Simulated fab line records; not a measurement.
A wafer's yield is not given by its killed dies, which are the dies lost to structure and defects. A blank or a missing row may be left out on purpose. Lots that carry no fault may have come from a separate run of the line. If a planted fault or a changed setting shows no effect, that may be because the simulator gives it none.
Which tool is to blame? / flow nand harc / 10 lots, 30 wafers sampled, at 6 steps of a route of 1159

## WHAT THE GAUGES SHOWED, per wafer
NHARC_P_M0_CD_MEAS_09 targets a cd of 90 nm. Usual: cd nm at 90.1 nm, with a standard deviation of 0.64.
lot=L445; measured=day 5 23:07; on=cd sem-03; cd nm (nm)=89.8 90.4 90.3; flag=
lot=L446; measured=day 6 08:17; on=cd sem-03; cd nm (nm)=90.6 90.6 88.9; flag=
lot=L447; measured=day 6 08:47; on=cd sem-01; cd nm (nm)=89.9 90.4 90.6; flag=
lot=L450; measured=day 7 12:17; on=cd sem-03; cd nm (nm)=89.6 89.8 89.2; flag=
lot=L453; measured=day 7 18:33; on=cd sem-01; cd nm (nm)=90.9 91.6 90.7; flag=
lot=L455; measured=day 8 03:31; on=cd sem-02; cd nm (nm)=89.4 90.3 90.4; flag=
lot=L458; measured=day 9 00:02; on=cd sem-02; cd nm (nm)=89.8 90.6 90.4; flag=
lot=L463; measured=day 10 16:48; on=cd sem-03; cd nm (nm)=104.5 105.6 106.4 104.3 105.7 106.0; flag=OFF
lot=L466; measured=day 11 05:44; on=cd sem-02; cd nm (nm)=102.9 102.8 102.8 103.2 102.8 102.6; flag=OFF
lot=L468; measured=day 11 14:50; on=cd sem-02; cd nm (nm)=90.2 90.5 90.5; flag=

NHARC_END_SORT_01. Usual: defect limited yield 95.7 %, standard deviation 1.5; killed at array 25, standard deviation 9.5; killed at other 0.8, standard deviation 1.2; killed at periphery 3.4, standard deviation 2.2; killed dies 29, standard deviation 10; killed open 3.3, standard deviation 1.8; killed short 2.1, standard deviation 1.4; sort_bin_2_pct 1.4 %, standard deviation 0.63; sort_bin_3_pct 0.22 %, standard deviation 0.2; sort_bin_4_pct 2.7 %, standard deviation 0.96; sort n pass 648, standard deviation 10; sort rim yield pct 95.6 %, standard deviation 2.8; sort yield pct 95.7 %, standard deviation 1.5.
lot=L463; measured=day 26 01:34; on=prober-02; defect limited yield (%)=95.0 95.7 94.4; killed at array=32 29 37; killed at other=0 0 1; killed at periphery=2 0 0; killed dies=34 29 38; killed open=2 2 6; killed short=5 1 1; sort_bin_2_pct (%)=1.8 1.0 1.5; sort_bin_3_pct (%)=0.74 0.30 0.30; sort_bin_4_pct (%)=2.5 3.0 3.8; sort n pass=643 648 639; sort rim yield pct (%)=99.1 95.3 95.3; sort yield pct (%)=95.0 95.7 94.4; flag=
lot=L466; measured=day 25 09:03; on=prober-01; defect limited yield (%)=95.1 97.2; killed at array=27 16; killed at other=2 0; killed at periphery=4 3; killed dies=33 19; killed open=5 6; killed short=2 0; sort_bin_2_pct (%)=1.3 1.2; sort_bin_3_pct (%)=0 0.30; sort_bin_4_pct (%)=3.5 1.3; sort n pass=644 658; sort rim yield pct (%)=97.2 95.3; sort yield pct (%)=95.1 97.2; flag=

## EACH LOT AND THE TOOL THAT RAN IT (in order: tool; ch and the chambers of the sampled wafers; start)
lot=L445; NHARC_P_CONTACT_CMP_01=cmp-02 ch 2,3, day 5 13:11; NHARC_P_CONTACT_ETCH_35=rie diel-02 ch 1,3, day 5 14:17; NHARC_P_M0_PEB_07=litho track-04 ch 0, day 5 23:02; NHARC_P_M0_DESCUM_14=rie diel-01 ch 1,3, day 5 23:19
lot=L446; NHARC_P_CONTACT_CMP_01=cmp-04 ch 0,2, day 5 23:14; NHARC_P_CONTACT_ETCH_35=rie diel-07 ch 0,1,3, day 6 00:11; NHARC_P_M0_PEB_07=litho track-01 ch 0, day 6 08:12; NHARC_P_M0_DESCUM_14=rie diel-05 ch 0,1, day 6 08:28
lot=L447; NHARC_P_CONTACT_CMP_01=cmp-01 ch 2,3, day 5 23:41; NHARC_P_CONTACT_ETCH_35=rie diel-13 ch 0,1,3, day 6 00:46; NHARC_P_M0_PEB_07=litho track-06 ch 0, day 6 08:43; NHARC_P_M0_DESCUM_14=rie diel-01 ch 1,2, day 6 08:58
lot=L450; NHARC_P_CONTACT_CMP_01=cmp-01 ch 1,3, day 7 06:22; NHARC_P_CONTACT_ETCH_35=rie diel-13 ch 0,1, day 7 07:19; NHARC_P_M0_PEB_07=litho track-06 ch 0, day 7 12:13; NHARC_P_M0_DESCUM_14=rie diel-05 ch 0,1,3, day 7 12:28
lot=L453; NHARC_P_CONTACT_CMP_01=cmp-04 ch 0,1,2, day 7 13:22; NHARC_P_CONTACT_ETCH_35=rie diel-13 ch 0,1,2, day 7 14:30; NHARC_P_M0_PEB_07=litho track-01 ch 0, day 7 18:28; NHARC_P_M0_DESCUM_14=rie diel-05 ch 1,2,3, day 7 18:44
lot=L455; NHARC_P_CONTACT_CMP_01=cmp-04 ch 0,2, day 7 18:05; NHARC_P_CONTACT_ETCH_35=rie diel-13 ch 0,1,2, day 7 19:10; NHARC_P_M0_PEB_07=litho track-04 ch 0, day 8 03:26; NHARC_P_M0_DESCUM_14=rie diel-01 ch 1,2,3, day 8 03:43
lot=L458; NHARC_P_CONTACT_CMP_01=cmp-02 ch 0,2,3, day 8 18:56; NHARC_P_CONTACT_ETCH_35=rie diel-13 ch 0,1,2, day 8 20:01; NHARC_P_M0_PEB_07=litho track-06 ch 0, day 8 23:58; NHARC_P_M0_DESCUM_14=rie diel-05 ch 1,3, day 9 00:14
lot=L463; NHARC_P_CONTACT_CMP_01=cmp-01 ch 0,2, day 10 09:31; NHARC_P_CONTACT_ETCH_35=rie diel-13 ch 0,2,3, day 10 10:36; NHARC_P_M0_PEB_07=litho track-01 ch 0, day 10 16:43; NHARC_P_M0_DESCUM_14=rie diel-05 ch 1,3, day 10 19:20
lot=L466; NHARC_P_CONTACT_CMP_01=cmp-01 ch 0,1,3, day 10 20:43; NHARC_P_CONTACT_ETCH_35=rie diel-13 ch 0,2,3, day 10 21:49; NHARC_P_M0_PEB_07=litho track-01 ch 0, day 11 05:40; NHARC_P_M0_DESCUM_14=rie diel-01 ch 0,1,2, day 11 10:08
lot=L468; NHARC_P_CONTACT_CMP_01=cmp-01 ch 1,2,3, day 11 09:35; NHARC_P_CONTACT_ETCH_35=rie diel-13 ch 0,2,3, day 11 10:30; NHARC_P_M0_PEB_07=litho track-06 ch 0, day 11 14:44; NHARC_P_M0_DESCUM_14=rie diel-01 ch 0,3, day 11 15:01
- NHARC_P_CONTACT_CMP_01: polishes SiO2, target thk 200 nm.
- NHARC_P_CONTACT_ETCH_35: etches the open film in CF4, target depth 39 nm, time 65 s.
- NHARC_P_M0_PEB_07: peb time 65 s.
- NHARC_P_M0_DESCUM_14: chemistry O2, time 3 s.

## WHAT THE TOOLS THEMSELVES READ (means of the sampled wafers that have a number; where no wafer has one, the mark that the record gives instead)
NHARC_P_CONTACT_CMP_01. Usual: motor current A at 12.4 A, with a standard deviation of 1.3.
lot=L445; tool=cmp-02; motor current A (A)=12.6; flag=
lot=L446; tool=cmp-04; motor current A (A)=12.5; flag=
lot=L447; tool=cmp-01; motor current A (A)=12.0; flag=
lot=L450; tool=cmp-01; motor current A (A)=14.3; flag=
lot=L453; tool=cmp-04; motor current A (A)=12.6; flag=
lot=L455; tool=cmp-04; motor current A (A)=12.3; flag=
lot=L458; tool=cmp-02; motor current A (A)=12.8; flag=
lot=L463; tool=cmp-01; motor current A (A)=11.5; flag=
lot=L466; tool=cmp-01; motor current A (A)=13.6; flag=
lot=L468; tool=cmp-01; motor current A (A)=13.5; flag=

NHARC_P_CONTACT_ETCH_35. Usual: bias w 99.98 W (standard deviation 0.28); drypump motor current A 5.88 A (standard deviation 0.3); mfc ar sccm 0.005 sccm (standard deviation 0.0064); oes product au 1.000 a.u. (standard deviation 0.011); rf vpp V 151.8 V (standard deviation 0.99); showerhead plenum p Torr 1.81 Torr (standard deviation 0.069); throttle valve pct 13.284 % (standard deviation 0.0095).
lot=L445; tool=rie diel-02; bias w (W)=99.96; drypump motor current A (A)=6.28; mfc ar sccm (sccm)=0.007; oes product au (a.u.)=0.995; rf vpp V (V)=151.6; showerhead plenum p Torr (Torr)=1.78; throttle valve pct (%)=13.289; flag=
lot=L446; tool=rie diel-07; bias w (W)=99.93; drypump motor current A (A)=5.87; mfc ar sccm (sccm)=0.001; oes product au (a.u.)=1.017; rf vpp V (V)=151.6; showerhead plenum p Torr (Torr)=1.83; throttle valve pct (%)=13.297; flag=
lot=L447; tool=rie diel-13; bias w (W)=99.89; drypump motor current A (A)=5.84; mfc ar sccm (sccm)=0.003; oes product au (a.u.)=1.007; rf vpp V (V)=152.4; showerhead plenum p Torr (Torr)=1.83; throttle valve pct (%)=13.279; flag=
lot=L450; tool=rie diel-13; bias w (W)=99.70; drypump motor current A (A)=5.69; mfc ar sccm (sccm)=0.000; oes product au (a.u.)=0.996; rf vpp V (V)=151.4; showerhead plenum p Torr (Torr)=1.82; throttle valve pct (%)=13.288; flag=
lot=L453; tool=rie diel-13; bias w (W)=99.93; drypump motor current A (A)=5.67; mfc ar sccm (sccm)=0.002; oes product au (a.u.)=0.999; rf vpp V (V)=151.3; showerhead plenum p Torr (Torr)=1.79; throttle valve pct (%)=13.293; flag=
lot=L455; tool=rie diel-13; bias w (W)=100.11; drypump motor current A (A)=5.71; mfc ar sccm (sccm)=0.002; oes product au (a.u.)=1.006; rf vpp V (V)=151.1; showerhead plenum p Torr (Torr)=1.79; throttle valve pct (%)=13.271; flag=
lot=L458; tool=rie diel-13; bias w (W)=99.90; drypump motor current A (A)=5.66; mfc ar sccm (sccm)=0.002; oes product au (a.u.)=0.996; rf vpp V (V)=152.4; showerhead plenum p Torr (Torr)=1.79; throttle valve pct (%)=13.289; flag=
lot=L463; tool=rie diel-13; bias w (W)=99.97; drypump motor current A (A)=5.84; mfc ar sccm (sccm)=0.005; oes product au (a.u.)=0.999; rf vpp V (V)=152.1; showerhead plenum p Torr (Torr)=1.79; throttle valve pct (%)=13.272; flag=
lot=L466; tool=rie diel-13; bias w (W)=99.97; drypump motor current A (A)=5.84; mfc ar sccm (sccm)=0.005; oes product au (a.u.)=0.997; rf vpp V (V)=152.2; showerhead plenum p Torr (Torr)=1.79; throttle valve pct (%)=13.286; flag=
lot=L468; tool=rie diel-13; bias w (W)=99.88; drypump motor current A (A)=5.83; mfc ar sccm (sccm)=0.005; oes product au (a.u.)=1.004; rf vpp V (V)=151.5; showerhead plenum p Torr (Torr)=1.79; throttle valve pct (%)=13.287; flag=

NHARC_P_M0_PEB_07. Usual: chill plate temp C 22.99 C, standard deviation 0.11; heater power total W 156.7 W, standard deviation 0.42; plate temp C 100.01 C, standard deviation 0.14.
lot=L445; tool=litho track-04; chill plate temp C (C)=22.90; heater power total W (W)=156.5; plate temp C (C)=99.95; flag=
lot=L446; tool=litho track-01; chill plate temp C (C)=23.05; heater power total W (W)=157.0; plate temp C (C)=100.09; flag=
lot=L447; tool=litho track-06; chill plate temp C (C)=22.95; heater power total W (W)=156.5; plate temp C (C)=99.91; flag=
lot=L450; tool=litho track-06; chill plate temp C (C)=22.84; heater power total W (W)=156.7; plate temp C (C)=100.08; flag=
lot=L453; tool=litho track-01; chill plate temp C (C)=23.00; heater power total W (W)=156.4; plate temp C (C)=100.09; flag=
lot=L455; tool=litho track-04; chill plate temp C (C)=23.08; heater power total W (W)=156.7; plate temp C (C)=100.02; flag=
lot=L458; tool=litho track-06; chill plate temp C (C)=22.87; heater power total W (W)=156.9; plate temp C (C)=100.02; flag=
lot=L463; tool=litho track-01; chill plate temp C (C)=22.93; heater power total W (W)=166.5; plate temp C (C)=104.60; flag=OFF
lot=L466; tool=litho track-01; chill plate temp C (C)=22.95; heater power total W (W)=166.6; plate temp C (C)=104.73; flag=OFF
lot=L468; tool=litho track-06; chill plate temp C (C)=23.06; heater power total W (W)=156.8; plate temp C (C)=100.02; flag=

NHARC_P_M0_DESCUM_14. Usual: drypump motor current A 5.7 A, standard deviation 0.32; mfc ar sccm 0.016 sccm, standard deviation 0.01; oes product au 0.994 a.u., standard deviation 0.0096; rf vpp V 57.9 V, standard deviation 0.92; showerhead plenum p Torr 1.96 Torr, standard deviation 0.08; throttle valve pct 11.312 %, standard deviation 0.0094.
lot=L445; tool=rie diel-01; drypump motor current A (A)=5.6; mfc ar sccm (sccm)=0.020; oes product au (a.u.)=0.984; rf vpp V (V)=58.0; showerhead plenum p Torr (Torr)=2.01; throttle valve pct (%)=11.318; flag=
lot=L446; tool=rie diel-05; drypump motor current A (A)=6.0; mfc ar sccm (sccm)=0.019; oes product au (a.u.)=0.997; rf vpp V (V)=58.7; showerhead plenum p Torr (Torr)=1.96; throttle valve pct (%)=11.313; flag=
lot=L447; tool=rie diel-01; drypump motor current A (A)=5.8; mfc ar sccm (sccm)=0.018; oes product au (a.u.)=0.987; rf vpp V (V)=58.0; showerhead plenum p Torr (Torr)=2.01; throttle valve pct (%)=11.316; flag=
lot=L450; tool=rie diel-05; drypump motor current A (A)=5.8; mfc ar sccm (sccm)=0.022; oes product au (a.u.)=0.991; rf vpp V (V)=58.5; showerhead plenum p Torr (Torr)=1.95; throttle valve pct (%)=11.309; flag=
lot=L453; tool=rie diel-05; drypump motor current A (A)=5.7; mfc ar sccm (sccm)=0.015; oes product au (a.u.)=1.002; rf vpp V (V)=57.8; showerhead plenum p Torr (Torr)=1.89; throttle valve pct (%)=11.308; flag=
lot=L455; tool=rie diel-01; drypump motor current A (A)=5.6; mfc ar sccm (sccm)=0.021; oes product au (a.u.)=0.983; rf vpp V (V)=58.2; showerhead plenum p Torr (Torr)=2.01; throttle valve pct (%)=11.300; flag=
lot=L458; tool=rie diel-05; drypump motor current A (A)=5.6; mfc ar sccm (sccm)=0.025; oes product au (a.u.)=0.986; rf vpp V (V)=56.8; showerhead plenum p Torr (Torr)=1.93; throttle valve pct (%)=11.316; flag=
lot=L463; tool=rie diel-05; drypump motor current A (A)=5.6; mfc ar sccm (sccm)=0.025; oes product au (a.u.)=0.979; rf vpp V (V)=58.3; showerhead plenum p Torr (Torr)=1.93; throttle valve pct (%)=11.308; flag=
lot=L466; tool=rie diel-01; drypump motor current A (A)=5.8; mfc ar sccm (sccm)=0.019; oes product au (a.u.)=0.991; rf vpp V (V)=58.0; showerhead plenum p Torr (Torr)=1.99; throttle valve pct (%)=11.321; flag=
lot=L468; tool=rie diel-01; drypump motor current A (A)=5.4; mfc ar sccm (sccm)=0.023; oes product au (a.u.)=0.998; rf vpp V (V)=58.1; showerhead plenum p Torr (Torr)=1.97; throttle valve pct (%)=11.313; flag=

## THE ANSWER, worked out from the rows above alone
Rule: lot off if the mean of its wafers having a number is beyond 3 standard deviations from the usual mean. A lot without any number at a reading at which 4 lots or more have one is off too. Any other lot the step has rows for is counted as sound. The gauges are gone through in route order, then the tools' own readings, and for those a lot's mean is taken as printed above. At the first step where some lot is off, the reading lying furthest off is the one used; lots without a number count as furthest.
Off at NHARC_P_M0_CD_MEAS_09 (cd nm): L463, L466.
A tool fits if, at a process step before that reading, it ran every lot that is off, and no sound lot after the first of them. Not tried: the gauges at NHARC_P_M0_CD_MEAS_09; whatever is off there is also off at NHARC_P_M0_PEB_07, on other tools, and gauge error can't account for it. One fits: litho track-01 at NHARC_P_M0_PEB_07. Its last sound lot is L453 (day 7 18:28), its first lot that is off L463 (day 10 16:43): a fault that began between those two fits.
The tool's own readings at NHARC_P_M0_PEB_07 bear it out: on the lots that are off they differ by more than 5 times the standard deviation of the sound lots' means. heater power total W reads 166.6 W there against 156.7 W on the sound lots; plate temp C reads 104.66 C there against 100.02 C on the sound lots.

## WHAT HAD BEEN PUT IN BY THE SIMULATOR
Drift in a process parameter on litho track-01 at NHARC_P_M0_PEB_07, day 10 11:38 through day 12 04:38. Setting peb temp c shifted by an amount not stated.
Shown lots that were struck: L463, L466. Same finding as the rule above.
